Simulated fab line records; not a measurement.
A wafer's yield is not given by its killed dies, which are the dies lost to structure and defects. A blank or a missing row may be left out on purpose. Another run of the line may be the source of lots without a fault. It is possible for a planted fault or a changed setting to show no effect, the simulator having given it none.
Matching of chambers ; flow nandHarc ; NHARC_A_CONTACT_CMP_20 on cmp-03: 4 sister chambers
The step polishes, t overpolish 30 s, target thk 300 nm. 16 wafers are shown with their chamber, then 8 later ones without.

WAFERS WITH THEIR CHAMBER
wafer;chamber;motorCurrentA (A);timeToEndpointS (s);slurryFilterDpKPa (kPa)
L074.1;3;12.9;62;13.48
L074.4;0;12.8;52;13.39
L074.6;2;11.0;60;13.48
L077.2;1;10.9;61;13.57
L077.3;0;12.7;60;13.48
L077.6;3;13.7;63;13.34
L081.2;3;13.5;62;13.59
L081.3;0;12.4;55;13.45
L081.4;2;10.9;64;13.40
L082.3;3;12.6;60;13.53
L082.5;3;13.0;60;13.47
L082.6;2;11.4;60;13.58
L083.1;2;11.3;64;13.44
L083.2;3;12.8;61;13.52
L083.4;1;11.1;61;13.46
L091.2;2;13.1;62;13.67

SIGNATURES (means of the wafers above)
reading;chamber 0;chamber 1;chamber 2;chamber 3;scatter within a chamber
motorCurrentA;12.633;11.000;11.540;13.083;0.594
timeToEndpointS;55.67;61.00;62.00;61.33;2.16
slurryFilterDpKPa;13.4400;13.5150;13.5140;13.4883;0.0885
Rule: for each reading, subtract the chamber's mean from the wafer's reading, divide by that reading's scatter and square the result; add these up over the readings and take the root, which gives the wafer's distance from the chamber. The wafer belongs to the nearest chamber; if the next one is less than 2 further off, it can't be placed. The scatter: take each reading less its chamber's mean, square it, sum over the shown wafers, divide by the number of wafers less the number of chambers, and take the root.

WAFERS WITHOUT THEIR CHAMBER
wafer;motorCurrentA (A);timeToEndpointS (s);slurryFilterDpKPa (kPa)
L091.4;10.9;61;13.59
L091.5;10.7;62;13.60
L093.2;11.1;62;13.63
L093.4;12.0;63;13.46
L093.6;11.0;63;13.36
L097.1;10.9;61;13.44
L097.2;12.1;60;13.56
L097.3;12.8;53;13.39

THE CHAMBER EACH PASSED THROUGH
wafer;from the rows above;in truth
L091.4;can't be placed: 1 or 2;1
L091.5;can't be placed: 1 or 2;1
L093.2;can't be placed: 1 or 2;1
L093.4;can't be placed: 2 or 3 or 1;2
L093.6;can't be placed: 1 or 2 or 3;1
L097.1;can't be placed: 1 or 2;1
L097.2;can't be placed: 2 or 3 or 1 or 0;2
L097.3;0;0
1 of 8 placed correctly. Can't be placed from these rows: 7 (the true chamber is among the candidates in 7). 0 placed wrongly.
